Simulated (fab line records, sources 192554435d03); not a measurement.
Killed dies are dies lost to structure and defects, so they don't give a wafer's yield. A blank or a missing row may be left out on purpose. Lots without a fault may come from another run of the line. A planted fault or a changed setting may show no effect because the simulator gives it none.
Split-lot experiment | flow n5_finfet | 7 lots, 39 wafers read, on a route of 1938 steps

THE SPLIT
At N5_PASSIVATION_DEVELOP_09 (develop time 60 s), the setting develop_time_s was moved away from the recipe's 60 s on 15 of the 39 wafers read, by +18.0% to +56.2%. The other wafers ran this setting at the recipe's value.

FROM THE SPLIT TO THE READING: what the file shows between them, 1 step
- N5_PASSIVATION_HARDBAKE_11: time 120 s

THE READING
cd_nm, in nm, at N5_PASSIVATION_CD_MEAS_10 (target cd 3000 nm). Fault-free wafers of this fab line usually give 2999.5 nm, standard deviation 2.3 nm.

wafer  | tool, chamber at the split | develop_time_s as run, s | against the recipe | cd_nm, nm | against lot-mates on the recipe
L075.1 | litho_track-02, 0          | 60                       | recipe             | 2999.7    | -
L075.2 | litho_track-02, 0          | 93.73                    | +56.2%             | 3009.4    | +7.9
L075.3 | litho_track-02, 0          | 60                       | recipe             | 3003.7    | -
L075.4 | litho_track-02, 0          | 93.73                    | +56.2%             | 3012.0    | +10.5
L075.5 | litho_track-02, 0          | 93.73                    | +56.2%             | 3009.4    | +7.9
L075.6 | litho_track-02, 0          | 60                       | recipe             | 3001.2    | -
L076.1 | litho_track-02, 0          | 73.83                    | +23.0%             | 3005.9    | +4.2
L076.2 | litho_track-02, 0          | 73.83                    | +23.0%             | 3004.9    | +3.2
L076.3 | litho_track-02, 0          | 73.83                    | +23.0%             | 3006.4    | +4.7
L076.4 | litho_track-02, 0          | 60                       | recipe             | 3002.8    | -
L076.5 | litho_track-02, 0          | 60                       | recipe             | 3000.1    | -
L076.6 | litho_track-02, 0          | 60                       | recipe             | 3002.3    | -
L079.1 | litho_track-02, 0          | 87.43                    | +45.7%             | 3011.1    | +10.3
L079.2 | litho_track-02, 0          | 60                       | recipe             | 3000.7    | -
L079.3 | litho_track-02, 0          | 87.43                    | +45.7%             | 3008.8    | +8.0
L079.4 | litho_track-02, 0          | 60                       | recipe             | 3002.1    | -
L079.5 | litho_track-02, 0          | 87.43                    | +45.7%             | 3007.8    | +7.0
L079.6 | litho_track-02, 0          | 60                       | recipe             | 2999.7    | -
L081.1 | litho_track-05, 0          | 60                       | recipe             | 3000.5    | -
L081.2 | litho_track-05, 0          | 60                       | recipe             | 3000.8    | -
L081.4 | litho_track-05, 0          | 60                       | recipe             | 2995.4    | -
L086.1 | litho_track-04, 0          | 60                       | recipe             | 3000.7    | -
L086.2 | litho_track-04, 0          | 70.78                    | +18.0%             | 3002.6    | +3.3
L086.3 | litho_track-04, 0          | 60                       | recipe             | 3000.2    | -
L086.4 | litho_track-04, 0          | 70.78                    | +18.0%             | 3002.0    | +2.7
L086.5 | litho_track-04, 0          | 60                       | recipe             | 2997.0    | -
L086.6 | litho_track-04, 0          | 70.78                    | +18.0%             | 2999.9    | +0.6
L090.1 | litho_track-05, 0          | 60                       | recipe             | 2998.4    | -
L090.2 | litho_track-05, 0          | 60                       | recipe             | 3002.9    | -
L090.3 | litho_track-05, 0          | 60                       | recipe             | 2997.0    | -
L090.4 | litho_track-05, 0          | 60                       | recipe             | 3000.0    | -
L090.5 | litho_track-05, 0          | 60                       | recipe             | 3000.7    | -
L090.6 | litho_track-05, 0          | 60                       | recipe             | 2999.1    | -
L096.1 | litho_track-05, 0          | 60                       | recipe             | 2998.3    | -
L096.2 | litho_track-05, 0          | 88.4                     | +47.3%             | 3005.8    | +8.1
L096.3 | litho_track-05, 0          | 88.4                     | +47.3%             | 3010.1    | +12.4
L096.4 | litho_track-05, 0          | 60                       | recipe             | 2997.1    | -
L096.5 | litho_track-05, 0          | 88.4                     | +47.3%             | 3008.6    | +10.9
L096.6 | litho_track-05, 0          | 60                       | recipe             | 2997.8    | -

THE FIT
A straight line over all 39 wafers: cd_nm changes by +0.188 nm for each +1% of develop_time_s; r = +0.89; the points scatter about the line by 2 nm.
The same after taking each lot's own level away (the mean of its wafers on the recipe; 39 wafers): +0.181 nm for each +1%; r = +0.91; scatter 1.7 nm.
On that fit, the largest move of develop_time_s shifts the reading by 10 nm.
The lots' own levels span 2997.73 to 3001.73 nm, that is 1.7 times the standard deviation above.
So the lot-to-lot level changes the slope little: the two slopes agree.
Check: with one of the wafers moved furthest among these (+56.2%) left out of the fit, the line predicts +10.5 nm for it against its lot-mates. It came out at +7.87 nm against them.

OTHER SPLITS ON THESE WAFERS
These wafers also went through other splits before the reading. Each is held against what the fit with the lots' levels taken away leaves over:
other split on the same wafers | wafers away from the commonest value | r with cd_nm (lot level and that fit taken away)
N5_BEOL_M5_ILD_DEP_00 time_s   | 15                                   | +0.23
N5_BEOL_M10_VIA_ETCH_34 time_s | 15                                   | +0.22
N5_BEOL_M12_ILD_DEP_00 time_s  | 12                                   | -0.13
N5_BEOL_M14_ETCH_68 time_s     | 12                                   | +0.06

THE FILE'S OWN FIT
cd_nm changes by +0.18 nm for each +1% of develop_time_s, r = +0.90.
